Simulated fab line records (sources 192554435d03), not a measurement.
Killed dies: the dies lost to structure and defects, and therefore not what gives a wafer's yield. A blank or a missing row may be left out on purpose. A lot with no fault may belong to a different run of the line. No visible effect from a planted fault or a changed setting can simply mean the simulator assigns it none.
fab line records -- flow n5-finfet -- part 2 of 2: steps 5 to 6 of 6
[record] lots = 24, wafers = 72, last-day = 18
route steps=1938 shown DUMMY_GATE@245 SPACER0@259 SD_EPI_N@277 SD_EPI_P@306 ILD0@341
lots with no fault: from the same line, run without faults
start-h: hours from the record's first day to the start of the lot's first wafer shown -- wait-h: time in hours since the lot's previous step -- " same as the row above -- L1.1+2: a row that stands for several wafers -- - no value, or no start given -- * or withheld: withheld -- < > ~ a bound
route shown NAME@n: names a module that has steps shown in the file, with the first one's number in the route -- usual: mean/standard deviation taken from wafers without a fault -- same: alike in all rows -- chamber/n: place in a boat -- sites: each site's reading -- _std_site: standard deviation of those values -- _edge_site: mean of outer sites minus mean of inner sites -- radius-mm: how far each site lies from the wafer's centre -- mask NAME#n: copy n -- behind: the most recent tool/chamber to have shaped the wafer -- hold: cause of the lot's hold/its duration in hours/its outcome -- device: which transistor (n, p or np) failed to switch -- end of line: the route-end tests of the same wafers -- step lacking rows: just its recipe -- killed: dies that structure and defects cost at the first sort, which is not the same as the wafer's yield -- map: shows each die of a wafer: x if killed, . if not, _ if none is there
set.NAME: the setting that was run; set.NAME@STEP: the one run at that earlier step -- model.NAME: the simulator's own value behind a step, which no gauge read
a sample of lots followed through the steps of the route, with each step as a table and each wafer as a row
services: the hour from which a tool's chamber was out of use, counted from the record's first day as start-h (under 0 if before that day), plus the number of hours and why
[[steps]]
[step N5_SD_EPI_P_DESCUM_14]
[recipe] chemistry = O2, time-s = 7.9, source-power-w = 50, bias-power-w = 20, pressure-mtorr = 20, rf-frequency-hz = 2.712e+07, temp-c = 40, resist = CAR-ArF-block, o2-flow-sccm = 225
[usual] drypump-motor-current-A = 5.5/0.38, oes-product-au = 0.79/0.086, rf-vpp-V = 243.3/1.3, showerhead-plenum-p-Torr = 2.11/0.067, throttle-valve-pct = 20.52/0.22
lot.wafer,tool,chamber,start-h,wait-h,drypump-motor-current-A,oes-product-au,rf-hours-counter-h,rf-vpp-V,showerhead-plenum-p-Torr,throttle-valve-pct
L074.1,rie-diel-06,2,54.27,0.1,6.1,0.81,90,243.2,2.12,20.41
L074.5,rie-diel-06,3,54.27,0.1,5.2,0.95,-,245.3,2.22,20.01
L074.6,rie-diel-06,2,54.27,0.1,6.1,0.81,-,243.2,2.12,20.42
L075.3,rie-diel-02,3,61.21,0.0,5.7,0.95,9,245.9,2.25,20.71
L075.4,rie-diel-02,1,61.21,0.0,6.0,0.76,160,243.1,2.12,20.70
L075.6,rie-diel-02,3,61.21,0.0,5.7,0.95,-,244.6,2.25,20.72
L076.1,rie-diel-06,1,66.85,0.1,5.4,0.88,31,242.2,2.05,20.56
L076.3,rie-diel-06,0,66.85,0.1,5.6,0.77,123,246.4,2.19,20.42
L076.5,rie-diel-06,3,66.85,0.1,5.2,0.93,-,244.8,2.22,20.03
L077.1,rie-diel-04,3,71.07,0.0,5.4,0.75,164,243.9,2.20,20.56
L077.4,rie-diel-04,1,71.07,0.0,5.0,0.70,195,242.4,2.07,20.62
L077.5,rie-diel-04,0,71.07,0.0,5.7,0.90,-,242.1,2.08,20.50
L078.1,rie-diel-04,3,78.39,0.2,5.4,0.74,166,242.9,2.20,20.56
L078.3,rie-diel-04,0,78.39,0.2,5.6,0.90,22,242.0,2.08,20.48
L078.5,rie-diel-04,3,78.39,0.2,5.4,0.74,-,245.1,2.20,20.55
L079.2,rie-diel-02,1,86.83,0.0,5.9,0.75,168,242.8,2.12,20.72
L079.3,rie-diel-02,3,86.83,0.0,5.7,0.93,16,246.7,2.25,20.72
L079.6,rie-diel-02,1,86.83,0.0,5.9,0.75,-,242.3,2.12,20.71
L080.3,rie-diel-04,3,90.22,0.0,5.4,0.74,170,244.2,2.20,20.56
L080.5,rie-diel-04,3,90.22,0.0,5.4,0.74,-,244.5,2.20,20.58
L080.6,rie-diel-04,0,90.22,0.0,5.6,0.89,-,242.6,2.08,20.49
L081.1,rie-diel-04,1,96.63,0.0,5.0,0.70,201,242.0,2.06,20.62
L081.3,rie-diel-04,0,96.63,0.0,5.6,0.89,28,242.4,2.08,20.49
L081.6,rie-diel-04,2,96.63,0.0,5.7,0.74,-,242.6,2.02,20.38
L082.1,rie-diel-04,3,103.19,0.1,5.4,0.74,175,244.3,2.20,20.58
L082.4,rie-diel-04,2,103.19,0.1,5.7,0.74,142,240.7,2.02,20.39
L082.5,rie-diel-04,1,103.19,0.1,5.0,0.69,-,242.1,2.06,20.66
L083.1,rie-diel-06,3,107.77,0.0,5.3,0.91,23,244.9,2.21,20.04
L083.2,rie-diel-06,2,107.77,0.0,6.1,0.80,107,242.7,2.12,20.43
L083.3,rie-diel-06,1,107.77,0.0,5.4,0.87,43,242.1,2.04,20.59
L084.2,rie-diel-06,2,119.12,0.0,6.1,0.77,110,243.9,2.11,20.43
L084.4,rie-diel-06,3,119.12,0.0,5.2,0.89,26,245.5,2.21,20.04
L084.5,rie-diel-06,2,119.12,0.0,6.1,0.78,-,242.4,2.11,20.44
L085.1,rie-diel-06,0,119.83,0.1,5.6,0.76,139,244.0,2.18,20.44
L085.3,rie-diel-06,3,119.83,0.1,5.2,0.90,27,244.9,2.21,20.05
L085.6,rie-diel-06,0,119.83,0.1,5.6,0.76,-,244.9,2.18,20.43
L086.1,rie-diel-02,0,129.20,0.0,4.8,0.68,219,243.3,2.08,20.81
L086.3,rie-diel-02,0,129.20,0.0,4.8,0.69,-,243.1,2.08,20.80
L086.4,rie-diel-02,1,129.20,0.0,6.0,0.73,-,243.0,2.11,20.74
L087.1,rie-diel-06,2,135.30,0.0,6.1,0.79,115,243.4,2.11,20.45
L087.2,rie-diel-06,1,135.30,0.0,5.4,0.87,51,241.4,2.04,20.61
L087.5,rie-diel-06,2,135.30,0.0,6.1,0.78,-,243.8,2.11,20.43
L088.3,rie-diel-06,0,137.93,0.0,5.6,0.76,143,245.4,2.18,20.44
L088.4,rie-diel-06,2,137.93,0.0,6.1,0.78,116,242.1,2.11,20.46
L088.5,rie-diel-06,1,137.93,0.0,5.4,0.87,-,242.6,2.04,20.61
L089.2,rie-diel-02,2,143.27,0.0,5.8,0.99,2,241.2,2.07,20.12
L089.3,rie-diel-02,3,143.27,0.0,5.7,0.91,29,244.5,2.24,20.75
L089.5,rie-diel-02,2,143.27,0.0,5.8,0.99,-,244.6,2.07,20.14
L090.2,rie-diel-06,0,151.14,0.0,5.6,0.75,148,244.7,2.18,20.45
L090.5,rie-diel-06,2,151.14,0.0,6.0,0.77,-,243.7,2.11,20.46
L090.6,rie-diel-06,3,151.14,0.0,5.2,0.87,-,246.7,2.21,20.04
L091.2,rie-diel-04,2,156.75,0.0,5.7,0.73,156,242.7,2.02,20.42
L091.5,rie-diel-04,3,156.75,0.0,5.4,0.73,-,244.1,2.19,20.59
L091.6,rie-diel-04,2,156.75,0.0,5.7,0.72,-,242.5,2.02,20.40
L092.1,rie-diel-04,2,162.26,0.0,5.7,0.72,158,242.4,2.02,20.43
L092.2,rie-diel-04,3,162.26,0.0,5.4,0.73,190,243.7,2.19,20.58
L092.5,rie-diel-04,0,162.26,0.0,5.6,0.86,-,242.3,2.07,20.52
L093.3,rie-diel-02,0,171.05,0.0,4.7,0.69,231,242.4,2.08,20.84
L093.4,rie-diel-02,2,171.05,0.0,5.8,0.95,11,243.2,2.06,20.12
L093.6,rie-diel-02,1,171.05,0.0,6.0,0.72,-,241.8,2.11,20.76
L094.3,rie-diel-04,0,175.13,0.0,5.7,0.85,51,241.7,2.07,20.52
L094.4,rie-diel-04,2,175.13,0.0,5.7,0.72,163,241.6,2.01,20.44
L094.5,rie-diel-04,0,175.13,0.0,5.7,0.85,-,244.4,2.07,20.52
L095.1,rie-diel-02,3,183.51,0.0,5.7,0.87,40,245.2,2.24,20.74
L095.4,rie-diel-02,0,183.51,0.0,4.8,0.69,234,243.1,2.08,20.83
L095.6,rie-diel-02,0,183.51,0.0,4.7,0.69,-,243.9,2.08,20.82
L096.2,rie-diel-04,1,187.01,0.0,5.0,0.68,227,242.8,2.06,20.69
L096.3,rie-diel-04,2,187.01,0.0,5.7,0.72,166,239.9,2.01,20.44
L096.4,rie-diel-04,3,187.01,0.0,5.4,0.71,198,245.2,2.19,20.60
L097.1,rie-diel-02,3,196.14,0.0,5.7,0.87,44,245.6,2.24,20.77
L097.3,rie-diel-02,1,196.14,0.0,6.0,0.72,207,242.1,2.10,20.76
L097.6,rie-diel-02,3,196.14,0.0,5.7,0.87,-,244.6,2.24,20.77
[step N5_ILD0_THK_MEAS_08]
[usual] thk-nm = 138.4/1.1
lot.wafer,tool,chamber,start-h,wait-h,thk-nm
L074.1,film-metro-01,-,62.22,-,138.2
L074.5,film-metro-01,-,62.22,-,139.5
L074.6,film-metro-01,-,62.22,-,136.3
L075.3,film-metro-01,-,69.43,-,136.2
L075.4,film-metro-01,-,69.43,-,137.4
L075.6,film-metro-01,-,69.43,-,136.8
L076.1,film-metro-01,-,75.65,-,136.7
L076.3,film-metro-01,-,75.65,-,138.6
L076.5,film-metro-01,-,75.65,-,138.4
L077.1,film-metro-02,-,78.70,-,138.7
L077.4,film-metro-02,-,78.70,-,139.7
L077.5,film-metro-02,-,78.70,-,138.0
L078.1,film-metro-01,-,86.33,-,138.3
L078.3,film-metro-01,-,86.33,-,138.2
L078.5,film-metro-01,-,86.33,-,138.6
L079.2,film-metro-02,-,94.74,-,139.6
L079.3,film-metro-02,-,94.74,-,138.9
L079.6,film-metro-02,-,94.74,-,140.2
L080.3,film-metro-01,-,97.72,-,138.6
L080.5,film-metro-01,-,97.72,-,138.6
L080.6,film-metro-01,-,97.72,-,141.2
L081.1,film-metro-02,-,105.09,-,137.7
L081.3,film-metro-02,-,105.09,-,139.2
L081.6,film-metro-02,-,105.09,-,138.9
L082.1,film-metro-01,-,110.68,-,137.6
L082.4,film-metro-01,-,110.68,-,136.4
L082.5,film-metro-01,-,110.68,-,139.2
L083.1,film-metro-01,-,115.48,-,140.3
L083.2,film-metro-01,-,115.48,-,138.0
L083.3,film-metro-01,-,115.48,-,139.2
L084.2,film-metro-02,-,127.56,-,138.5
L084.4,film-metro-02,-,127.56,-,137.9
L084.5,film-metro-02,-,127.56,-,138.7
L085.1,film-metro-02,-,128.35,-,137.7
L085.3,film-metro-02,-,128.35,-,139.1
L085.6,film-metro-02,-,128.35,-,138.6
L086.1,film-metro-02,-,138.45,-,140.0
L086.3,film-metro-02,-,138.45,-,138.0
L086.4,film-metro-02,-,138.45,-,137.3
L087.1,film-metro-01,-,143.31,-,137.3
L087.2,film-metro-01,-,143.31,-,137.9
L087.5,film-metro-01,-,143.31,-,139.4
L088.3,film-metro-02,-,145.47,-,138.8
L088.4,film-metro-02,-,145.47,-,139.6
L088.5,film-metro-02,-,145.47,-,137.0
L089.2,film-metro-01,-,151.78,-,136.5
L089.3,film-metro-01,-,151.78,-,139.3
L089.5,film-metro-01,-,151.78,-,136.6
L090.2,film-metro-01,-,159.82,-,139.0
L090.5,film-metro-01,-,159.82,-,139.5
L090.6,film-metro-01,-,159.82,-,136.9
L091.2,film-metro-02,-,164.24,-,139.4
L091.5,film-metro-02,-,164.24,-,138.5
L091.6,film-metro-02,-,164.24,-,138.2
L092.1,film-metro-02,-,170.40,-,140.7
L092.2,film-metro-02,-,170.40,-,139.0
L092.5,film-metro-02,-,170.40,-,138.0
L093.3,film-metro-02,-,178.56,-,136.9
L093.4,film-metro-02,-,178.56,-,140.4
L093.6,film-metro-02,-,178.56,-,137.9
L094.3,film-metro-01,-,184.12,-,137.7
L094.4,film-metro-01,-,184.12,-,139.9
L094.5,film-metro-01,-,184.12,-,140.1
L095.1,film-metro-02,-,191.04,-,137.4
L095.4,film-metro-02,-,191.04,-,140.7
L095.6,film-metro-02,-,191.04,-,139.5
L096.2,film-metro-02,-,194.50,-,138.1
L096.3,film-metro-02,-,194.50,-,136.8
L096.4,film-metro-02,-,194.50,-,140.1
L097.1,film-metro-02,-,205.60,-,140.1
L097.3,film-metro-02,-,205.60,-,138.8
L097.6,film-metro-02,-,205.60,-,138.6
[[services]]
tool,chamber,start-h,hours,kind
ald-sin-01,1,26.36,2.8,repair
rie-diel-04,2,33.25,6.9,repair
rie-diel-01,0,36.21,7.6,repair
rie-diel-01,2,37.04,3.7,repair
rie-diel-01,3,40.19,5.7,repair
rie-diel-01,-,51.33,2.8,pm
rie-diel-05,2,79.97,7.6,repair
ald-sin-03,-,86.14,14.0,pm
rie-diel-01,3,91.95,1.8,repair
rie-diel-02,3,98.29,13.9,repair
rie-diel-02,-,99.37,0.4,repair
rie-si-02,0,106.16,1.4,repair
rie-diel-04,-,115.63,0.3,repair
rie-diel-01,3,120.80,2.2,repair
rie-diel-01,1,123.00,5.2,repair
rie-si-02,3,130.02,6.1,repair
ald-sin-02,2,140.54,34.7,repair
ald-sin-03,-,142.68,6.1,pm
rie-si-02,-,145.79,0.4,repair
rie-si-01,3,158.64,9.9,repair
ald-sin-01,3,170.45,13.0,repair
rie-si-04,-,176.37,0.3,repair
rie-diel-06,3,176.37,19.3,repair
ald-sin-02,-,187.18,6.0,pm
